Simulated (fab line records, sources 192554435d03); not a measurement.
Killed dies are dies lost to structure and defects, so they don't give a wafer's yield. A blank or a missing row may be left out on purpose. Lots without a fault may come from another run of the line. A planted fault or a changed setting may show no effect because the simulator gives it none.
Chamber matching | flow n5_finfet | N5_SDB_DESCUM_16 on rie_diel-03: 4 sister chambers
The step chemistry O2, time 7.9 s. 4 wafers are shown with their chamber, then 8 later ones without.

WAFERS WITH THEIR CHAMBER
wafer  | chamber | drypump_motor_current_A (A)
L076.4 | 0       | 6.4
L087.6 | 1       | 5.1
L089.6 | 2       | 5.6
L091.1 | 3       | 5.4

WAFERS WITHOUT THEIR CHAMBER
wafer  | drypump_motor_current_A (A)
L091.3 | 6.4
L091.6 | 5.7
L092.2 | 5.6
L092.4 | 6.4
L092.5 | 5.5
L094.1 | 5.1
L094.4 | 5.4
L094.5 | 5.6

WHICH CHAMBER EACH WENT THROUGH
wafer  | from the rows above     | in truth
L091.3 | 0                       | 0
L091.6 | 2                       | 2
L092.2 | 2                       | 2
L092.4 | 0                       | 0
L092.5 | can't be placed: 2 or 3 | 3
L094.1 | 1                       | 1
L094.4 | 3                       | 3
L094.5 | 2                       | 2
Placed correctly: 7 of 8. Can't be placed from these rows: 1 (the true chamber is among the candidates in 1). Placed wrongly: 0.
How it was worked out, from the rows above alone: a wafer's distance from a chamber is the root of the sum, over the readings, of the square of ((its reading less the chamber's mean) divided by the reading's scatter). The wafer belongs to the nearest chamber; if the next one is less than 2 further off, it can't be placed. A chamber's mean is the mean of its shown wafers. The scatter: with one shown wafer a chamber, the root of the mean of the squares of how far each hidden wafer lies from its nearest shown one.
